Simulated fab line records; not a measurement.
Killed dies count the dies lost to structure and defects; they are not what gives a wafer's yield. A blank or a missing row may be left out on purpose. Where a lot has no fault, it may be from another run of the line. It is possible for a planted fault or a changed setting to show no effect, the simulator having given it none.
Struck lot and sound lot, side by side | flow nand harc | 18 out of 1302 route steps
Sound: these wafers, L448.2, L448.3, L448.5. Struck: wafers L466.1, L466.3, L466.5. The cause comes at the end.
Each step with rows lists, per side, the tool, then ch with its chambers, then its first start. Under that, the readings that differ: sound wafers | struck wafers | difference of the means | sigmas: that difference in standard deviations of wafers without a fault.
alike: readings with means less than 2 such deviations apart, plus words and numbers identical on both sides. not compared: withheld readings, readings lacking a value on some wafer, bounds such as >300 that could conceal the same value, and numbers that have no deviation in the record and whose values overlap.
The two part at a step that has a row with sigmas, a row that says differs or no value, or rows on one side only. When numbers do not overlap yet have no deviation, they are printed without sigmas and do not part them. A reading missing from all wafers of one side parts the sides only when that side holds two or more wafers.

NHARC_P_GATE_CD_MEAS_59 targets a cd of 720 nm.
  sound on cd sem-02 ch 0, day 7 07:13; struck on cd sem-03 ch 0, day 14 18:40
  alike: cd nm
then, 1 step without rows for these wafers: NHARC_P_GATE_HARDBAKE_60 (time 80 s).
NHARC_P_GATE_DESCUM_61: chemistry O2, time 3 s.
  sound on rie diel-06 ch 2,3, day 7 07:22; struck on rie diel-06 ch 0,3, day 14 18:50
  alike: drypump motor current A, mfc ar sccm, oes product au, rf vpp V, showerhead plenum p Torr, throttle valve pct
  not compared: rf hours counter h
following that, these wafers have no rows for 1 step: NHARC_P_GATE_IMPLANT_62.
NHARC_P_GATE_STRIP_112: strips in N2/H2, time 200 s.
  sound on plasma asher-01 ch 0,1, day 7 07:47; struck on plasma asher-01 ch 0,1, day 14 19:13
  alike: drypump motor current A, heater power w
  not compared: rf hours counter h
NHARC_P_GATE_STRIP_76: strips in O2.
  sound on plasma asher-01 ch 0,1, day 7 08:01; struck on plasma asher-01 ch 0,1, day 14 19:29
  alike: drypump motor current A, heater power w
  not compared: rf hours counter h
then, 6 steps without rows for these wafers: NHARC_P_GATE_STRIP_63 (strips in SPM, time 900 s); NHARC_P_GATE_DEHYDRATE_83 (time 120 s); NHARC_P_GATE_HMDS_84 (time 30 s); NHARC_P_GATE_COAT_85; NHARC_P_GATE_SOFTBAKE_86 (time 95 s); NHARC_P_GATE_EBR_87.
NHARC_P_GATE_EXPOSE_88: exposes mask P HVN, target cd 2000 nm.
  sound on krf scanner-04 ch 0, day 7 08:46; struck on krf scanner-04 ch 0, day 14 20:07
  alike: mask
then, 2 steps without rows for these wafers: NHARC_P_GATE_PEB_89 (peb time 85 s); NHARC_P_GATE_DEVELOP_90 (time 70 s).
NHARC_P_GATE_CD_MEAS_91 targets a cd of 2000 nm.
  sound on cd sem-02 ch 0, day 7 08:56; struck on cd sem-03 ch 0, day 14 20:16
  reading    | sound                | struck               | difference | sigmas
  cd nm (nm) | 1997.3 1998.9 1997.5 | 2010.8 2006.0 2005.1 | +9.4       | +6
then, 1 step without rows for these wafers: NHARC_P_GATE_HARDBAKE_92 (time 80 s).
-- the record jumps here: 19 days lie between the struck wafers' starts before and after (it left off in module P_GATE and takes up again in module END, whose first step shown is number 1302 of the route) --
NHARC_END_SORT_01:
  sound on prober-01 ch 0, day 26 05:09; struck on prober-01 ch 0, day 33 09:58
  alike: killed at array, killed at other, killed at periphery, killed dies, killed open, killed short

WHERE THEY PART
Only at NHARC_P_GATE_CD_MEAS_91, within this record. Later steps at which nothing parts them and some readings are alike: NHARC_END_SORT_01.

WHY: what the simulator had put in
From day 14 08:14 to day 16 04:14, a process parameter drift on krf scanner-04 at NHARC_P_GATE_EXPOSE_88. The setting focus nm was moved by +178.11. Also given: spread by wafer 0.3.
